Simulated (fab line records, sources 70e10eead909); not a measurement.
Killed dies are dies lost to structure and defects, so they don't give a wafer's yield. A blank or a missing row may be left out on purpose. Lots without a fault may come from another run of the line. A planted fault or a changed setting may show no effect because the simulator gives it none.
Chamber matching | flow nand_harc | NHARC_A_STAIRCASE_CMP_472 on cmp-04: 4 sister chambers
The step polishes SiO2. 4 wafers are shown with their chamber, then 7 later ones without.

WAFERS WITH THEIR CHAMBER
wafer  | chamber | motor_current_A (A)
L570.2 | 0       | 12.5
L570.6 | 1       | 13.4
L583.1 | 2       | 11.0
L583.2 | 3       | 12.5

WAFERS WITHOUT THEIR CHAMBER
wafer  | motor_current_A (A)
L583.4 | 13.1
L582.2 | 13.6
L582.3 | 12.8
L582.6 | 12.4
L581.1 | 12.2
L581.2 | 13.5
L581.5 | 12.2

WHICH CHAMBER EACH WENT THROUGH
wafer  | from the rows above          | in truth
L583.4 | can't be placed: 1 or 0 or 3 | 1
L582.2 | 1                            | 1
L582.3 | can't be placed: 0 or 3 or 1 | 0
L582.6 | can't be placed: 0 or 3      | 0
L581.1 | can't be placed: 0 or 3      | 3
L581.2 | 1                            | 1
L581.5 | can't be placed: 0 or 3      | 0
Placed correctly: 2 of 7. Can't be placed from these rows: 5 (the true chamber is among the candidates in 5). Placed wrongly: 0.
How it was worked out, from the rows above alone: a wafer's distance from a chamber is the root of the sum, over the readings, of the square of ((its reading less the chamber's mean) divided by the reading's scatter). The wafer belongs to the nearest chamber; if the next one is less than 2 further off, it can't be placed. A chamber's mean is the mean of its shown wafers. The scatter: with one shown wafer a chamber, the root of the mean of the squares of how far each hidden wafer lies from its nearest shown one.
